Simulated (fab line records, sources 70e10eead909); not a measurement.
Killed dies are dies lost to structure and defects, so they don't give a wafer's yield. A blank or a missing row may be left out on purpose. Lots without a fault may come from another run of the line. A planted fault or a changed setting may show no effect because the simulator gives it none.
fab line records | flow nand_harc
record lots=11 wafers=33 last_day=24
route steps=1159 shown A_M1@1041 A_BONDPAD@1072 END@1159
lots that met no fault: from a run of the same line without faults
start_h: hours from the record's first day to the start of the lot's first wafer shown | wait_h: hours since the lot's step before | " the same as in the row above | L1.1+2: a row that stands for several wafers | - no value, or no start given | * or withheld: withheld | < > ~ a bound
route shown NAME@n: a module of which the file shows steps, and the number in the route of the first | usual: mean/standard deviation of fault-free wafers | same: alike in all rows | chamber/n: place in a boat | sites: the reading at each site | _std_site: their standard deviation | _edge_site: outer sites' mean less inner sites' | radius_mm: how far each site lies from the wafer's centre | mask NAME#n: copy n | behind: the tool/chamber that last shaped the wafer | hold: why the lot was held/for how many hours/how that ended | device: the transistor (n, p or np) that didn't switch | end of line: the same wafers' tests at the end of the route | a step without rows: its recipe alone | killed: dies lost to structure and defects at the first sort, not the wafer's yield | map: a wafer's dies, x killed, . not, _ none there
set.NAME: the setting as run; set.NAME@STEP: as run at that earlier step | model.NAME: the simulator's own value behind a step, which no gauge read
steps of the route over a sample of lots; a table a step, a row a wafer
services: from which hour (start_h, from the record's first day; less than 0 if before it) a tool's chamber was out of use, for how many hours, and why
## steps
# step NHARC_A_M1_ETCH_15
# recipe target_depth_a=1825 time_s=91.2 c4f8_flow_sccm=withheld ar_flow_sccm=400 rf_w=600 bias_w=300 chemistry=C4F8/Ar
# usual oes_product_au=0.956/0.022 rf_fwd_power_W=596.1/2.1 rf_vpp_V=440.6/1.6
# columns lot.wafer tool chamber start_h wait_h oes_product_au rf_fwd_power_W rf_hours_counter_h rf_vpp_V
L545.4 rie_diel-01 0 - - 0.941 598.6 2 439.0
L545.2 " 1 " " 0.936 595.9 2 442.1
L545.6 " 0 " " 0.932 599.7 - 439.5
L546.1 rie_diel-03 0 - - 0.975 595.7 0 441.9
L546.3 " 2 " " 0.955 599.1 0 440.9
L546.6 " 0 " " 0.977 596.3 - 442.4
L547.3 rie_diel-01 0 - - 0.960 595.2 2 440.8
L547.2 " 2 " " 0.983 597.1 2 443.4
L547.5 " 0 " " 0.969 597.6 - 440.5
L548.3 rie_diel-03 1 - - 0.980 596.6 1 439.2
L548.1 " 3 " " 0.974 596.6 1 441.6
L548.5 " 2 " " 0.978 594.5 - 442.9
L550.3 rie_diel-03 3 - - 0.958 592.3 1 439.8
L550.2 " 0 " " 0.975 591.8 1 441.7
L550.1 " 2 " " 0.963 594.0 2 443.2
L553.4 rie_diel-03 3 - - 0.967 593.9 3 441.0
L553.3 " 0 " " 0.959 591.5 3 440.7
L553.6 " 2 " " 0.957 595.8 - 442.1
L554.4 rie_diel-03 2 - - 0.923 597.6 3 442.3
L554.2 " 3 " " 0.922 592.8 3 440.9
L554.3 " 1 " " 0.921 594.9 3 440.6
L556.1 rie_diel-01 1 - - 0.978 595.0 3 441.8
L556.3 " 2 " " 0.985 599.4 3 442.0
L556.5 " 1 " " 0.966 597.4 - 442.2
L558.3 rie_diel-01 3 - - 0.972 594.5 3 438.3
L558.2 " 1 " " 0.956 594.2 4 442.2
L558.5 " 3 " " 0.973 595.0 - 437.4
L566.2 rie_diel-07 0 - - 0.925 597.0 10 440.2
L566.4 " 1 " " 0.937 596.3 11 439.7
L566.3 " 2 " " 0.934 595.7 9 440.1
L567.4 rie_diel-07 2 - - 0.961 593.3 9 441.1
L567.3 " 0 " " 0.971 597.8 10 439.1
L567.1 " 1 " " 0.953 596.9 11 440.5
# step NHARC_A_M1_ANNEAL_31
# recipe temp_c=225 time_s=90
# usual wafer_temp_C_max=226.1/0.4
# columns lot.wafer tool chamber start_h wait_h wafer_temp_C_max
L545.2 rtp_anneal-01 0 400.43 0.3 225.6
L545.4 " 0 " " 225.9
L545.6 " 0 " " 225.6
L546.1 rtp_anneal-01 0 408.07 - 226.0
L546.3 " 0 " " 226.1
L546.6 " 0 " " 225.7
L547.2 rtp_anneal-01 0 408.77 0.4 226.0
L547.3 " 0 " " 226.3
L547.5 " 0 " " 225.8
L548.1 rtp_anneal-02 0 413.71 - 226.1
L548.3 " 0 " " 226.0
L548.5 " 0 " " 226.3
L550.1 rtp_anneal-02 0 435.07 0.3 226.0
L550.2 " 0 " " 226.0
L550.3 " 0 " " 226.0
L553.3 rtp_anneal-01 0 457.78 0.3 226.4
L553.4 " 0 " " 226.2
L553.6 " 0 " " 226.5
L554.2 rtp_anneal-02 0 458.08 - 226.1
L554.3 " 0 " " 227.2
L554.4 " 0 " " 226.1
L556.1 rtp_anneal-01 0 466.47 0.3 226.5
L556.3 " 0 " " 225.8
L556.5 " 0 " " 226.0
L558.2 rtp_anneal-01 0 475.99 - 225.8
L558.3 " 0 " " 225.7
L558.5 " 0 " " 226.2
L566.2 rtp_anneal-02 0 539.54 0.4 226.0
L566.3 " 0 " " 226.4
L566.4 " 0 " " 226.4
L567.1 rtp_anneal-01 0 541.39 - 225.9
L567.3 " 0 " " 226.0
L567.4 " 0 " " 225.8
# step NHARC_A_BONDPAD_CD_MEAS_09
# recipe target_cd_nm=500 landing_energy_ev=500
# usual cd_nm=499.9/1.2
# columns lot.wafer tool chamber start_h wait_h cd_nm
L545.2 cd_sem-03 0 403.23 - 499.0
L545.4 " 0 " " 498.8
L545.6 " 0 " " 499.4
L546.1 cd_sem-01 0 410.71 - 500.8
L546.3 " 0 " " 500.7
L546.6 " 0 " " 500.2
L547.2 cd_sem-03 0 411.58 - 499.0
L547.3 " 0 " " 499.7
L547.5 " 0 " " 499.8
L548.1 cd_sem-01 0 416.48 - 499.7
L548.3 " 0 " " 500.5
L548.5 " 0 " " 501.8
L550.1 cd_sem-02 0 437.98 - 499.6
L550.2 " 0 " " 498.8
L550.3 " 0 " " 499.2
L553.3 cd_sem-01 0 460.29 - 499.3
L553.4 " 0 " " 500.3
L553.6 " 0 " " 500.4
L554.2 cd_sem-02 0 460.69 - 500.1
L554.3 " 0 " " 499.4
L554.4 " 0 " " 500.0
L556.1 cd_sem-01 0 469.09 - 498.8
L556.3 " 0 " " 500.8
L556.5 " 0 " " 500.0
L558.2 cd_sem-02 0 478.85 - 500.2
L558.3 " 0 " " 499.5
L558.5 " 0 " " 502.1
L566.2 cd_sem-03 0 542.26 - 499.2
L566.3 " 0 " " 500.8
L566.4 " 0 " " 500.7
L567.1 cd_sem-03 0 544.04 - 499.8
L567.3 " 0 " " 499.7
L567.4 " 0 " " 499.4
# step NHARC_A_BONDPAD_ETCH_12
# recipe target_depth_a=2200 time_s=110 chf3_flow_sccm=50 o2_flow_sccm=10 ar_flow_sccm=200 rf_w=500 bias_w=200 chemistry=CHF3/O2
# usual chf3_flow_sccm=49.99/0.15 drypump_motor_current_A=5.8/0.5 mfc_ar_sccm=200.0/0.62 oes_product_au=0.938/0.022 rf_fwd_power_W=497.2/1.7 rf_vpp_V=372.0/2.2 showerhead_plenum_p_Torr=2.46/0.093 throttle_valve_pct=20.571/0.01
# columns lot.wafer tool chamber start_h wait_h chf3_flow_sccm drypump_motor_current_A mfc_ar_sccm oes_product_au rf_fwd_power_W rf_hours_counter_h rf_vpp_V showerhead_plenum_p_Torr throttle_valve_pct
L545.2 rie_diel-06 1 403.64 - 50.06 6.6 200.4 0.946 497.5 5 373.0 2.53 20.570
L545.4 " 2 " " 49.97 6.0 199.2 0.950 498.4 6 369.4 2.42 20.589
L545.6 " 1 " " 49.85 6.5 200.0 0.949 497.2 - 372.5 2.53 20.566
L546.3 rie_diel-06 0 411.11 - 50.04 5.8 199.5 0.952 495.6 6 373.3 2.53 20.587
L546.1 " 1 " " 49.92 6.6 199.9 0.962 494.6 5 373.2 2.53 20.562
L546.6 " 0 " " 50.24 5.8 199.8 0.963 497.7 - 374.7 2.53 20.581
L547.2 rie_diel-02 0 411.98 - 49.79 6.3 200.0 0.929 499.0 16 373.5 2.53 20.571
L547.3 " 1 " " 50.11 4.9 201.3 0.916 497.2 13 371.0 2.45 20.574
L547.5 " 3 " " 49.95 5.8 200.1 0.921 497.2 - 369.7 2.50 20.571
L548.1 rie_diel-06 0 416.87 - 49.90 5.8 199.5 0.919 497.6 6 374.0 2.53 20.578
L548.3 " 2 " " 50.16 6.0 199.5 0.921 496.8 7 369.6 2.42 20.583
L548.5 " 1 " " 49.96 6.6 200.1 0.910 492.9 - 373.5 2.53 20.575
L550.3 rie_diel-06 2 438.37 - 49.58 6.0 199.9 0.950 494.6 0 370.0 2.42 20.583
L550.1 " 3 " " 50.06 5.9 200.3 0.975 495.1 0 374.6 2.51 20.577
L550.2 " 1 " " 50.10 6.6 199.3 0.966 499.9 0 374.1 2.53 20.579
L553.4 rie_diel-06 1 460.68 - 50.05 6.6 200.9 0.970 495.5 1 372.3 2.53 20.565
L553.3 " 2 " " 49.96 6.1 200.2 0.955 497.8 1 371.1 2.42 20.561
L553.6 " 1 " " 49.88 6.6 200.3 0.966 495.9 - 374.0 2.53 20.565
L554.4 rie_diel-02 1 461.25 - 49.98 4.9 199.3 0.918 497.6 23 371.0 2.44 20.587
L554.2 " 2 " " 50.04 5.5 199.9 0.921 498.7 25 365.5 2.24 20.562
L554.3 " 3 " " 49.99 5.8 199.6 0.928 495.1 25 373.1 2.49 20.568
L556.3 rie_diel-06 2 469.48 - 49.94 6.0 200.4 0.954 499.8 1 372.6 2.42 20.563
L556.1 " 1 " " 50.06 6.5 199.8 0.963 494.9 1 374.6 2.53 20.576
L556.5 " 2 " " 50.09 6.1 199.5 0.981 497.8 - 373.8 2.42 20.567
L558.3 rie_diel-11 1 479.24 - 49.96 6.3 199.4 0.921 495.3 44 367.0 2.26 20.558
L558.2 " 3 " " 50.14 5.9 200.6 0.933 501.3 37 373.9 2.53 20.562
L558.5 " 0 " " 50.09 5.1 200.0 0.920 498.9 - 376.1 2.58 20.555
L566.2 rie_diel-02 0 542.66 - 50.20 6.3 199.9 0.705 298.5 5 372.2 2.52 20.579
L566.3 " 2 " " 49.78 5.5 199.2 0.704 297.1 5 366.7 2.24 20.556
L566.4 " 3 " " 50.16 5.8 200.1 0.696 296.5 5 372.2 2.49 20.580
L567.4 rie_diel-02 1 544.53 - 49.99 5.0 199.9 0.702 294.7 6 370.6 2.43 20.581
L567.3 " 3 " " 50.46 5.8 200.5 0.705 297.2 5 373.3 2.49 20.575
L567.1 " 0 " " 49.93 6.3 200.6 0.700 301.7 5 374.2 2.52 20.554
# step NHARC_END_SORT_01
# recipe temp_c=25
# usual defect_limited_yield=95.1/1.6 killed_at_array=29/11 killed_at_other=0.6/0.92 killed_at_periphery=3.2/2 killed_dies=33/11 killed_open=3.2/2 killed_short=1.9/1.5 sort_bin_2_pct=1.6/0.67 sort_bin_3_pct=0.26/0.22 sort_bin_4_pct=3.1/1.1 sort_n_pass=644/11 sort_rim_yield_pct=96.3/2.5 sort_yield_pct=95.1/1.6
# same gross_dies=677 sort_bin_5_pct[%]=0 sort_bin_6_pct[%]=0 sort_bin_7_pct[%]=0 sort_bin_8_pct[%]=0 sort_rim_n_gross=106.00
# columns lot.wafer tool chamber start_h wait_h hold defect_limited_yield[%] killed_at_array killed_at_other killed_at_periphery killed_dies killed_open killed_short sort_bin_2_pct[%] sort_bin_3_pct[%] sort_bin_4_pct[%] sort_n_pass sort_rim_yield_pct[%] sort_yield_pct[%]
L546.1 prober-02 0 438.25 2.5 - 95.1 30 2 1 33 4 2 1.2 0.30 3.4 644 97.2 95.1
L546.3 prober-02 0 439.85 3.1 - 96.9 19 1 1 21 4 0 1.0 0.30 1.8 656 95.3 96.9
L546.6 prober-02 0 442.26 4.0 - 96.2 24 1 1 26 3 4 0.9 0 3.0 651 98.1 96.2
L545.2 prober-01 0 439.01 2.8 - 96.9 18 0 3 21 3 4 1.0 0.15 1.9 656 91.5 96.9
L545.4 prober-01 0 440.61 3.4 - 97.0 15 0 5 20 3 0 0.4 0.30 2.2 657 98.1 97.0
L545.6 prober-01 0 442.21 4.0 - 97.0 15 2 3 20 2 3 0.4 0.30 2.2 657 91.5 97.0
L548.1 prober-02 0 451.64 2.5 - 95.1 27 1 5 33 4 1 1.9 0.30 2.7 644 99.1 95.1
L548.3 prober-02 0 453.23 3.1 - 95.7 23 2 4 29 1 2 1.5 0.30 2.5 648 98.1 95.7
L548.5 prober-02 0 454.82 3.7 - 96.3 17 1 7 25 6 2 0.7 0 3.0 652 92.5 96.3
L547.2 prober-02 0 460.25 2.8 - 96.9 19 0 2 21 1 1 0.9 0 2.2 656 97.2 96.9
L547.3 prober-02 0 461.03 3.1 - 96.2 23 0 3 26 3 1 0.7 0 3.1 651 99.1 96.2
L547.5 prober-02 0 462.61 3.7 - 96.8 22 0 0 22 4 3 1.2 0.15 1.9 655 99.1 96.8
L550.1 prober-01 0 470.61 2.5 - 94.4 35 1 2 38 3 4 2.2 0 3.4 639 93.4 94.4
L550.2 prober-01 0 471.42 2.8 - 94.7 34 1 1 36 0 0 2.1 0.30 3.0 641 98.1 94.7
L550.3 prober-01 0 472.24 3.1 - 94.7 32 1 3 36 1 4 1.3 0.59 3.4 641 98.1 94.7
L554.2 prober-02 0 493.71 2.8 - 97.0 17 0 3 20 2 4 0.7 0.30 1.9 657 97.2 97.0
L554.3 prober-02 0 494.51 3.1 - 96.6 21 1 1 23 4 3 0.7 0.59 2.1 654 98.1 96.6
L554.4 prober-02 0 495.32 3.4 - 98.1 9 0 4 13 0 3 1.2 0 0.7 664 97.2 98.1
L553.3 prober-01 0 494.48 3.1 - 92.3 46 1 5 52 4 4 2.8 0.44 4.4 625 94.3 92.3
L553.4 prober-01 0 495.29 3.4 - 90.5 58 2 4 64 10 3 2.8 0.30 6.4 613 98.1 90.5
L553.6 prober-01 0 496.91 4.1 - 93.2 43 0 3 46 5 1 2.2 0.44 4.1 631 99.1 93.2
L556.1 prober-01 0 500.70 2.5 - 95.1 28 2 3 33 3 0 1.2 0 3.7 644 98.1 95.1
L556.3 prober-01 0 502.30 3.1 - 95.1 27 0 6 33 5 3 1.9 0.30 2.7 644 94.3 95.1
L556.5 prober-01 0 503.89 3.7 - 93.8 36 0 6 42 5 1 1.2 0.30 4.7 635 97.2 93.8
L558.2 prober-01 0 511.62 2.8 - 92.5 45 0 6 51 4 1 2.7 0.30 4.6 626 93.4 92.5
L558.3 prober-01 0 512.40 3.1 - 93.1 45 0 2 47 2 3 2.8 0.30 3.8 630 97.2 93.1
L558.5 prober-01 0 513.97 3.6 - 94.7 35 0 1 36 7 1 1.3 0.30 3.7 641 97.2 94.7
L566.2 prober-01 0 572.34 2.8 await_dispo/1.6h/scrap 0 676 0 1 677 3 0 98.1 0.30 1.6 0 0 0
L566.3 prober-01 0 573.14 3.1 await_dispo/1.6h/scrap 0 674 0 3 677 2 2 96.0 0.74 3.2 0 0 0
L566.4 prober-01 0 573.93 3.4 await_dispo/1.6h/scrap 0 673 0 4 677 6 2 96.9 0.15 3.0 0 0 0
L567.1 prober-01 0 579.35 2.5 await_dispo/2.8h/scrap 0 673 1 3 677 5 4 96.9 0.15 3.0 0 0 0
L567.3 prober-01 0 580.94 3.1 await_dispo/2.8h/scrap 0 675 1 1 677 5 0 96.3 0 3.7 0 0 0
L567.4 prober-01 0 581.74 3.4 await_dispo/2.8h/scrap 0 674 1 2 677 2 4 97.0 0.44 2.5 0 0 0
# killed by level:class
L546.1 A_SLIT:chamber_film_flake=13 A_SGD_CUT:chamber_film_flake=6 A_WL_FILL:geometric_particle:short=2 A_CHANNEL_HOLE_D1:chamber_film_flake=2 A_STAIRCASE:chamber_film_flake=2 P_CONTACT:geometric_particle:open=1 A_ONON_D1:geometric_particle:open=1 A_M0:geometric_particle:open=1
L545.2 A_CONTACT:chamber_film_flake=6 A_SLIT:chamber_film_flake=5 A_SOURCE_PLATE:geometric_particle:open=2 P_ZERO_WELL:chamber_film_flake=2 P_M2:geometric_particle:short=1 A_SGD_CUT:geometric_particle:short=1 A_WL_FILL:geometric_particle:short=1 A_CONTACT:geometric_particle:open=1
L546.3 A_SLIT:chamber_film_flake=8 A_CHANNEL_HOLE_D1:chamber_film_flake=3 A_CONTACT:chamber_film_flake=2 A_M1:chamber_film_flake=2 P_M1:geometric_particle:open=1 A_ONON_D1:geometric_particle:open=1 A_WL_FILL:geometric_particle:open=1 STARTING-WAFER:geometric_particle:open=1
L545.4 A_SLIT:chamber_film_flake=6 P_GATE:geometric_particle:open=2 A_STAIRCASE:chamber_film_flake=2 A_SGD_CUT:chamber_film_flake=2 A_CONTACT:chamber_film_flake=2 A_BLC:geometric_particle:open=1 P_ZERO_WELL:chamber_film_flake=1 P_STI:chamber_film_flake=1
L545.6 A_SLIT:chamber_film_flake=5 A_CONTACT:chamber_film_flake=4 P_ZERO_WELL:chamber_film_flake=2 A_CHANNEL_HOLE_D1:chamber_film_flake=2 A_ONON_D1:geometric_particle:short=1 A_WL_FILL:geometric_particle:short=1 A_CONTACT:geometric_particle:open=1 A_M0:geometric_particle:open=1
L546.6 A_SLIT:chamber_film_flake=10 A_SGD_CUT:chamber_film_flake=4 A_ONON_D1:geometric_particle:short=2 A_STAIRCASE:chamber_film_flake=2 P_GATE:geometric_particle:open=1 A_ONON_D1:geometric_particle:open=1 A_CHANNEL_FILL_D1:geometric_particle:short=1 A_SGD_CUT:geometric_particle:open=1
L548.1 A_SLIT:chamber_film_flake=10 A_CONTACT:chamber_film_flake=6 P_M1:chamber_film_flake=4 A_STAIRCASE:chamber_film_flake=4 A_CHANNEL_HOLE_D1:chamber_film_flake=2 P_M2:geometric_particle:open=1 A_CHANNEL_HOLE_D1:geometric_particle:open=1 A_WL_FILL:geometric_particle:short=1
L548.3 A_SLIT:chamber_film_flake=11 A_CHANNEL_HOLE_D1:chamber_film_flake=3 P_M1:chamber_film_flake=2 A_STAIRCASE:chamber_film_flake=2 A_CONTACT:chamber_film_flake=2 THIN_TSV:chamber_film_flake=2 A_WL_FILL:geometric_particle:short=1 A_CONTACT:geometric_particle:open=1
L548.5 A_SLIT:chamber_film_flake=6 P_M1:chamber_film_flake=4 A_CHANNEL_HOLE_D1:chamber_film_flake=3 A_SOURCE_PLATE:geometric_particle:open=2 A_M0:geometric_particle:open=2 P_M0:geometric_particle:short=1 A_CHANNEL_HOLE_D1:geometric_particle:short=1 A_CHANNEL_FILL_D1:geometric_particle:open=1
L547.2 A_CHANNEL_HOLE_D1:chamber_film_flake=13 P_STI:chamber_film_flake=2 A_STAIRCASE:chamber_film_flake=2 A_BLC:geometric_particle:open=1 A_M0:geometric_particle:short=1 A_SLIT:chamber_film_flake=1 A_CONTACT:chamber_film_flake=1
L547.3 A_CHANNEL_HOLE_D1:chamber_film_flake=11 A_STAIRCASE:chamber_film_flake=4 P_STI:chamber_film_flake=3 A_CONTACT:geometric_particle:open=2 A_ZERO_WELL:chamber_film_flake=2 A_BLC:geometric_particle:short=1 A_M1:geometric_particle:open=1 A_WL_FILL:chamber_film_flake=1
L547.5 A_CHANNEL_HOLE_D1:chamber_film_flake=11 A_CONTACT:geometric_particle:open=2 A_CONTACT:chamber_film_flake=2 A_ONON_D1:geometric_particle:short=1 A_CONTACT:geometric_particle:short=1 A_BLC:geometric_particle:open=1 A_M0:geometric_particle:open=1 A_M1:geometric_particle:short=1
L550.1 A_CHANNEL_HOLE_D1:chamber_film_flake=16 A_SLIT:chamber_film_flake=7 A_STAIRCASE:chamber_film_flake=4 A_CONTACT:geometric_particle:short=2 A_ONON_D1:geometric_particle:short=1 A_CHANNEL_HOLE_D1:geometric_particle:open=1 A_CHANNEL_FILL_D1:geometric_particle:open=1 A_WL_FILL:geometric_particle:short=1
L550.2 A_CHANNEL_HOLE_D1:chamber_film_flake=16 A_SLIT:chamber_film_flake=12 A_STAIRCASE:chamber_film_flake=4 P_GATE:chamber_film_flake=1 A_CHANNEL_FILL_D1:chamber_film_flake=1 A_BLC:chamber_film_flake=1 THIN_TSV:chamber_film_flake=1
L550.3 A_CHANNEL_HOLE_D1:chamber_film_flake=11 A_SLIT:chamber_film_flake=10 A_CHANNEL_FILL_D1:chamber_film_flake=3 P_ZERO_WELL:chamber_film_flake=2 A_STAIRCASE:chamber_film_flake=2 P_M1:geometric_particle:open=1 A_CHANNEL_HOLE_D1:geometric_particle:short=1 A_WL_FILL:geometric_particle:short=1
L554.2 A_STAIRCASE:chamber_film_flake=7 A_CHANNEL_FILL_D1:geometric_particle:short=2 P_BONDPAD:chamber_film_flake=2 A_CONTACT:chamber_film_flake=2 A_CHANNEL_HOLE_D1:chamber_film_flake=2 P_ZERO_WELL:geometric_particle:short=1 A_STAIRCASE:geometric_particle:open=1 A_CONTACT:geometric_particle:open=1
L553.3 A_CHANNEL_HOLE_D1:chamber_film_flake=23 A_SLIT:chamber_film_flake=11 A_CONTACT:chamber_film_flake=3 A_CONTACT:geometric_particle:open=2 P_STI:chamber_film_flake=2 A_ZERO_WELL:chamber_film_flake=2 P_CONTACT:geometric_particle:short=1 A_ONON_D1:geometric_particle:short=1
L554.3 A_CHANNEL_HOLE_D1:chamber_film_flake=7 A_STAIRCASE:chamber_film_flake=4 A_CONTACT:geometric_particle:open=3 A_ZERO_WELL:chamber_film_flake=3 A_CHANNEL_FILL_D1:geometric_particle:open=1 A_CHANNEL_FILL_D1:geometric_particle:short=1 A_SGD_CUT:geometric_particle:short=1 A_CONTACT:geometric_particle:short=1
L553.4 A_CHANNEL_HOLE_D1:chamber_film_flake=25 A_SLIT:chamber_film_flake=15 A_CHANNEL_FILL_D1:chamber_film_flake=4 A_CONTACT:geometric_particle:open=3 A_BLC:geometric_particle:open=2 A_STAIRCASE:chamber_film_flake=2 A_CONTACT:chamber_film_flake=2 THIN_TSV:chamber_film_flake=2
L554.4 A_CHANNEL_HOLE_D1:chamber_film_flake=2 A_STAIRCASE:chamber_film_flake=2 A_CONTACT:chamber_film_flake=2 P_STI:geometric_particle:short=1 P_CONTACT:geometric_particle:short=1 A_WL_FILL:geometric_particle:short=1 P_ZERO_WELL:chamber_film_flake=1 P_BONDPAD:chamber_film_flake=1
L553.6 A_CHANNEL_HOLE_D1:chamber_film_flake=20 A_SLIT:chamber_film_flake=13 A_CONTACT:chamber_film_flake=3 P_CONTACT:geometric_particle:open=1 A_ONON_D1:geometric_particle:open=1 A_SGD_CUT:geometric_particle:open=1 A_WL_FILL:geometric_particle:short=1 A_WL_FILL:geometric_particle:open=1
L556.1 A_SLIT:chamber_film_flake=11 A_STAIRCASE:chamber_film_flake=7 A_CHANNEL_HOLE_D1:chamber_film_flake=5 A_CONTACT:chamber_film_flake=2 THIN_TSV:chamber_film_flake=2 P_M0:geometric_particle:open=1 A_ONON_D1:geometric_particle:open=1 A_CONTACT:geometric_particle:open=1
L556.3 A_SLIT:chamber_film_flake=11 A_CHANNEL_HOLE_D1:chamber_film_flake=3 A_WL_FILL:chamber_film_flake=3 P_M0:geometric_particle:open=2 P_M0:chamber_film_flake=2 A_STAIRCASE:chamber_film_flake=2 A_CONTACT:chamber_film_flake=2 P_CONTACT:geometric_particle:short=1
L556.5 A_SLIT:chamber_film_flake=18 A_CHANNEL_HOLE_D1:chamber_film_flake=5 A_STAIRCASE:chamber_film_flake=4 A_CONTACT:chamber_film_flake=4 P_M0:chamber_film_flake=2 P_STI:geometric_particle:open=1 P_M0:geometric_particle:open=1 A_ONON_D1:geometric_particle:open=1
L558.2 A_CHANNEL_HOLE_D1:chamber_film_flake=22 A_SLIT:chamber_film_flake=9 A_CONTACT:chamber_film_flake=8 P_ZERO_WELL:chamber_film_flake=4 A_CHANNEL_FILL_D1:geometric_particle:open=2 P_STI:geometric_particle:open=1 A_CHANNEL_HOLE_D1:geometric_particle:short=1 A_CONTACT:geometric_particle:open=1
L558.3 A_SLIT:chamber_film_flake=17 A_CHANNEL_HOLE_D1:chamber_film_flake=15 A_STAIRCASE:chamber_film_flake=3 A_CONTACT:chamber_film_flake=3 A_ONON_D1:geometric_particle:short=1 A_CHANNEL_HOLE_D1:geometric_particle:short=1 A_CHANNEL_FILL_D1:geometric_particle:open=1 A_WL_FILL:geometric_particle:short=1
L558.5 A_CHANNEL_HOLE_D1:chamber_film_flake=16 A_SLIT:chamber_film_flake=11 A_CONTACT:geometric_particle:open=3 P_M0:geometric_particle:open=1 A_ONON_D1:geometric_particle:open=1 A_CHANNEL_HOLE_D1:geometric_particle:open=1 A_CHANNEL_FILL_D1:geometric_particle:open=1 A_WL_FILL:geometric_particle:short=1
L566.2 A_BONDPAD:area_etch=658 A_CONTACT:chamber_film_flake=5 A_CHANNEL_HOLE_D1:chamber_film_flake=4 A_STAIRCASE:chamber_film_flake=3 A_CHANNEL_FILL_D1:chamber_film_flake=2 A_WL_FILL:geometric_particle:open=1 A_CONTACT:geometric_particle:open=1 A_BLC:geometric_particle:open=1
L566.3 A_BONDPAD:area_etch=645 A_CHANNEL_HOLE_D1:chamber_film_flake=8 A_CONTACT:chamber_film_flake=8 A_STAIRCASE:chamber_film_flake=6 P_STI:chamber_film_flake=2 A_SLIT:chamber_film_flake=2 P_M1:geometric_particle:short=1 A_WL_FILL:geometric_particle:short=1
L566.4 A_BONDPAD:area_etch=645 A_CONTACT:chamber_film_flake=12 A_STAIRCASE:chamber_film_flake=5 A_CHANNEL_HOLE_D1:chamber_film_flake=3 A_CONTACT:geometric_particle:open=2 A_BLC:chamber_film_flake=2 P_M0:geometric_particle:open=1 P_M1:geometric_particle:open=1
L567.1 A_BONDPAD:area_etch=640 A_SLIT:chamber_film_flake=14 A_CHANNEL_HOLE_D1:chamber_film_flake=11 P_CONTACT:geometric_particle:short=2 A_WL_FILL:geometric_particle:open=2 P_CONTACT:geometric_particle:open=1 A_ONON_D1:geometric_particle:short=1 A_STAIRCASE:geometric_particle:open=1
L567.3 A_BONDPAD:area_etch=636 A_SLIT:chamber_film_flake=22 A_CONTACT:chamber_film_flake=5 A_CHANNEL_HOLE_D1:chamber_film_flake=4 A_STAIRCASE:chamber_film_flake=3 P_M0:geometric_particle:open=1 A_CHANNEL_HOLE_D1:geometric_particle:open=1 A_WL_FILL:geometric_particle:open=1
L567.4 A_BONDPAD:area_etch=646 A_SLIT:chamber_film_flake=10 A_CHANNEL_HOLE_D1:chamber_film_flake=7 A_CONTACT:chamber_film_flake=5 P_CONTACT:geometric_particle:short=1 A_CHANNEL_FILL_D1:geometric_particle:short=1 A_CHANNEL_FILL_D1:geometric_particle:open=1 A_BLC:geometric_particle:short=1
## services
# columns tool chamber start_h hours kind
rie_diel-03 - 392.30 9.0 pm
rie_diel-06 0 397.20 - clean
rie_diel-06 1 397.20 - clean
rie_diel-07 - 405.20 9.0 pm
rie_diel-01 3 412.85 22.8 repair
rie_diel-06 - 418.20 9.0 pm
rie_diel-03 2 422.30 8.7 repair
rie_diel-07 2 439.63 8.1 repair
rie_diel-07 0 452.56 5.9 repair
rie_diel-03 0 461.92 3.1 repair
rie_diel-03 - 468.61 1.2 repair
rie_diel-06 2 476.77 9.8 repair
rie_diel-06 3 486.27 12.7 repair
rie_diel-02 2 490.18 1.7 repair
rie_diel-01 - 491.80 9.0 pm
rie_diel-07 1 501.41 3.0 repair
rie_diel-02 - 504.79 9.0 pm
rie_diel-11 1 509.97 11.8 repair
rie_diel-02 0 513.83 1.9 repair
rie_diel-01 2 513.92 1.3 repair
rie_diel-01 2 523.93 4.0 repair
rie_diel-11 0 536.12 7.7 repair
rie_diel-06 - 537.05 15.3 repair
rie_diel-11 - 543.82 9.0 pm
## key
first_sign step=NHARC_A_BONDPAD_ETCH_12 reading=rf_fwd_power_W direction=down sigmas=99+ usual=* struck=*
effect step=NHARC_A_BONDPAD_ETCH_12 reading=oes_product_au direction=down sigmas=11 usual=0.938 struck=0.702
effect step=NHARC_END_SORT_01 reading=sort_bin_2_pct direction=up sigmas=99+ usual=1.6 struck=96.9
more_kills_born_at NHARC_A_BONDPAD_ETCH_12@rie_diel-02=3870
met_at NHARC_A_BONDPAD_ETCH_12
struck_lots L566,L567
later_rows_left_out L566.2,L566.3,L566.4,L567.1,L567.3,L567.4
not_acting_at NHARC_A_M1_ETCH_15,NHARC_A_M1_ANNEAL_31,NHARC_A_BONDPAD_CD_MEAS_09
onset_between 461.25 542.66
fault kind=process_parameter_drift tool=rie_diel-02 chamber=- onset_h=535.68 steps=NHARC_A_BONDPAD_ETCH_12 channel=rf_w offset=* shape=step end_h=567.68 acts_in=* stated=*
# later_rows_left_out: the simulator's readings of these wafers behind a module that went badly wrong aren't trusted and aren't shown, but for the sort
